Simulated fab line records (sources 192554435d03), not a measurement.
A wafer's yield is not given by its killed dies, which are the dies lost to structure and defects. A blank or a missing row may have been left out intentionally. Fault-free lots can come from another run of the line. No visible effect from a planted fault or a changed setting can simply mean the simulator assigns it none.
Matching of chambers ; flow n5_finfet ; N5_BEOL_M0_SAQP_PECVD_00 on pecvd-01 has 3 sister chambers
The step deposits SiCN from 3MS/NH3, target thk 8 nm, time 14 s. 3 wafers are shown with their chamber, then 7 later ones without.

## WAFERS WITH THEIR CHAMBER
wafer;chamber;throttle_valve_pct (%)
L081.6;1;9.3
L083.2;0;9.5
L083.3;2;8.0

## WAFERS WITHOUT THEIR CHAMBER
wafer;throttle_valve_pct (%)
L083.4;8.0
L086.2;9.3
L086.5;9.7
L086.6;9.1
L092.1;8.1
L092.3;9.1
L092.5;9.3

## WHICH CHAMBER EACH ONE RAN IN
wafer;from the rows above;in truth
L083.4;2;2
L086.2;can't be placed: 1 or 0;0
L086.5;can't be placed: 0 or 1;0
L086.6;can't be placed: 1 or 0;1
L092.1;2;2
L092.3;can't be placed: 1 or 0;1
L092.5;can't be placed: 1 or 0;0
2 of 7 placed correctly. From these rows, 5 cannot be placed; in 5 the true chamber is one of the candidates. Wrongly placed: 0.
How it was worked out, from the rows above alone: a wafer's distance from a chamber is the root of the sum, over the readings, of the square of ((its reading less the chamber's mean) divided by the reading's scatter). If the next closest chamber is less than 2 further off than the closest, the wafer can't be placed; otherwise it belongs to the closest. The mean given for a chamber averages the wafers shown for that chamber. The scatter: with one shown wafer a chamber, the root of the mean of the squares of how far each hidden wafer lies from its nearest shown one.
